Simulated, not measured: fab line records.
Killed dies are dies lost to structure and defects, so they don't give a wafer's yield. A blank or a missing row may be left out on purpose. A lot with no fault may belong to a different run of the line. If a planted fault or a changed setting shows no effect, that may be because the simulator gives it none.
The tool behind it: which one?    flow n5-finfet    15 lots, 44 wafers sampled, at 4 steps of a route of 1938

WHAT EACH GAUGE READ, for each wafer
The record lacks any reading of a measuring or inspecting step that a usual standard deviation could be used to judge.

EACH LOT AND THE TOOL THAT RAN IT (in order: tool; ch and the chambers of the sampled wafers; start)
lot   N5_BEOL_M15_SPUTTER_43        N5_BEOL_M15_DEP_53               N5_MIM_BOT_DEGAS_01           N5_MIM_TOP_LITHO_EXPOSE_05
L624  pvd-sputter-01, day 11 05:55  pecvd-03 ch 0,1,2, day 11 07:09  pvd-sputter-02, day 11 09:58  krf-scanner-02 ch 0, day 11 11:28
L626  pvd-sputter-03, day 11 21:44  pecvd-01 ch 0,1,2, day 11 22:56  pvd-sputter-01, day 12 03:14  krf-scanner-01 ch 0, day 12 04:39
L629  pvd-sputter-02, day 12 10:52  pecvd-01 ch 0,1,2, day 12 12:19  pvd-sputter-03, day 12 17:19  krf-scanner-02 ch 0, day 12 18:46
L630  pvd-sputter-02, day 13 04:52  pecvd-03 ch 0,2, day 13 06:03    pvd-sputter-03, day 13 07:11  krf-scanner-01 ch 0, day 13 08:13
L632  pvd-sputter-01, day 14 07:40  pecvd-03 ch 0,1, day 14 08:50    pvd-sputter-02, day 14 10:23  krf-scanner-01 ch 0, day 14 11:27
L634  pvd-sputter-01, day 14 10:34  pecvd-02 ch 0,1,2, day 14 11:44  pvd-sputter-02, day 14 13:07  krf-scanner-01 ch 0, day 14 14:07
L633  pvd-sputter-01, day 14 13:38  pecvd-03 ch 0,1, day 14 14:48    pvd-sputter-01, day 14 17:13  krf-scanner-01, day 14 18:38
L636  pvd-sputter-01, day 14 18:07  pecvd-02 ch 1,2, day 14 19:18    pvd-sputter-02, day 14 22:08  krf-scanner-02, day 14 23:10
L635  pvd-sputter-01, day 15 02:55  pecvd-03 ch 0,2, day 15 04:19    pvd-sputter-01, day 15 06:13  krf-scanner-01, day 15 08:05
L637  pvd-sputter-02, day 15 08:07  pecvd-02 ch 0,1, day 15 09:18    pvd-sputter-01, day 15 12:15  krf-scanner-02 ch 0, day 15 13:28
L642  pvd-sputter-03, day 16 04:58  pecvd-03 ch 1,2, day 16 06:08    pvd-sputter-03, day 16 08:23  krf-scanner-01 ch 0, day 16 09:14
L643  pvd-sputter-03, day 16 09:16  pecvd-03 ch 1,2, day 16 10:50    pvd-sputter-03, day 16 11:59  krf-scanner-02 ch 0, day 16 15:06
L644  pvd-sputter-01, day 16 15:10  pecvd-02 ch 2, day 16 16:52      pvd-sputter-02, day 16 19:30  krf-scanner-02 ch 0, day 16 20:51
L645  pvd-sputter-01, day 17 09:09  pecvd-01 ch 0,1,2, day 17 10:20  pvd-sputter-02, day 17 12:28  krf-scanner-02 ch 0, day 17 15:31
L646  pvd-sputter-03, day 17 12:42  pecvd-02 ch 0,2, day 17 13:53    pvd-sputter-03, day 17 16:00  krf-scanner-02 ch 0, day 17 17:08
- N5_BEOL_M15_SPUTTER_43: material TaN, target thk 15 nm, time 24.19 s.
- N5_BEOL_M15_DEP_53: deposits SiCN from 3MS/NH3, target thk 50 nm, time 17.8 s.
- N5_MIM_BOT_DEGAS_01: time 60 s.
- N5_MIM_TOP_LITHO_EXPOSE_05: exposes mask MIM TOP, target cd 2000 nm.

AS READ BY THE TOOLS THEMSELVES (means over the sampled wafers that have a number; for cases with no such wafer, the mark the record gives instead)
N5_BEOL_M15_SPUTTER_43.
lot   tool            throttle-valve-pct (%)
L624  pvd-sputter-01  29.9
L626  pvd-sputter-03  28.2
L629  pvd-sputter-02  30.6
L630  pvd-sputter-02  30.7
L632  pvd-sputter-01  28.7
L634  pvd-sputter-01  29.8
L633  pvd-sputter-01  30.3
L636  pvd-sputter-01  29.1
L635  pvd-sputter-01  29.8
L637  pvd-sputter-02  30.5
L642  pvd-sputter-03  28.3
L643  pvd-sputter-03  27.8
L644  pvd-sputter-01  29.5
L645  pvd-sputter-01  29.9
L646  pvd-sputter-03  29.9

N5_BEOL_M15_DEP_53.
lot   tool      showerhead-plenum-p-Torr (Torr)  throttle-valve-pct (%)
L624  pecvd-03  4.169                            17.6
L626  pecvd-01  4.150                            18.3
L629  pecvd-01  4.151                            18.6
L630  pecvd-03  4.164                            18.0
L632  pecvd-03  4.180                            17.5
L634  pecvd-02  4.162                            17.3
L633  pecvd-03  4.163                            18.1
L636  pecvd-02  4.166                            17.0
L635  pecvd-03  4.164                            18.0
L637  pecvd-02  4.150                            17.3
L642  pecvd-03  4.188                            17.1
L643  pecvd-03  4.184                            17.1
L644  pecvd-02  4.187                            17.8
L645  pecvd-01  4.152                            18.6
L646  pecvd-02  4.159                            17.7

N5_MIM_BOT_DEGAS_01.
lot   tool            heater-power-w (W)
L624  pvd-sputter-02  511
L626  pvd-sputter-01  428
L629  pvd-sputter-03  444
L630  pvd-sputter-03  490
L632  pvd-sputter-02  551
L634  pvd-sputter-02  559
L633  pvd-sputter-01  427
L636  pvd-sputter-02  514
L635  pvd-sputter-01  455
L637  pvd-sputter-01  436
L642  pvd-sputter-03  478
L643  pvd-sputter-03  461
L644  pvd-sputter-02  546
L645  pvd-sputter-02  517
L646  pvd-sputter-03  447

N5_MIM_TOP_LITHO_EXPOSE_05.
lot   tool            exposure-dose-mJ-cm2  focus-offset-nm (nm)
L624  krf-scanner-02  20.488                -0.1
L626  krf-scanner-01  20.490                -0.0
L629  krf-scanner-02  20.489                -0.1
L630  krf-scanner-01  20.489                -0.3
L632  krf-scanner-01  20.478                0.4
L634  krf-scanner-01  20.479                -0.8
L633  krf-scanner-01  -                     -
L636  krf-scanner-02  -                     -
L635  krf-scanner-01  -                     -
L637  krf-scanner-02  20.488                -0.4
L642  krf-scanner-01  20.485                0.2
L643  krf-scanner-02  20.527                0.2
L644  krf-scanner-02  20.466                1.0
L645  krf-scanner-02  20.504                0.5
L646  krf-scanner-02  20.487                0.3

THE ANSWER, worked out from the rows above alone
Rule: the lots themselves supply what counts as usual. Put in order of their means at a reading, lots are off if they are a third of the lots or fewer, leave a main group of 4 or more, and stand apart from it by a gap of 3 or more times the standard deviation of the main group's means; of several such gaps the widest counts. A main group is skipped when, at the precision printed for the reading in the tables above, its means are all equal. Also off: a lot with no number at a reading for which 4 or more lots have one. The other lots that the step has rows for count as sound. First the gauges in route order, then the tools' own readings, where a lot's mean is used as printed above. At the first step where some lot is off, the reading lying furthest off is the one used; lots without a number count as furthest.
Off at N5_MIM_TOP_LITHO_EXPOSE_05 (exposure-dose-mJ-cm2): L633, L636, L635. Without a number there: L633, L636, L635. Mean 20.489 and standard deviation 0.014 in the main group.
If a tool, at that step or one of the process steps before it, ran each lot that is off and ran no sound lot following the first of them, it fits. None of those tried fits.

WHAT THE SIMULATOR HAD INSERTED
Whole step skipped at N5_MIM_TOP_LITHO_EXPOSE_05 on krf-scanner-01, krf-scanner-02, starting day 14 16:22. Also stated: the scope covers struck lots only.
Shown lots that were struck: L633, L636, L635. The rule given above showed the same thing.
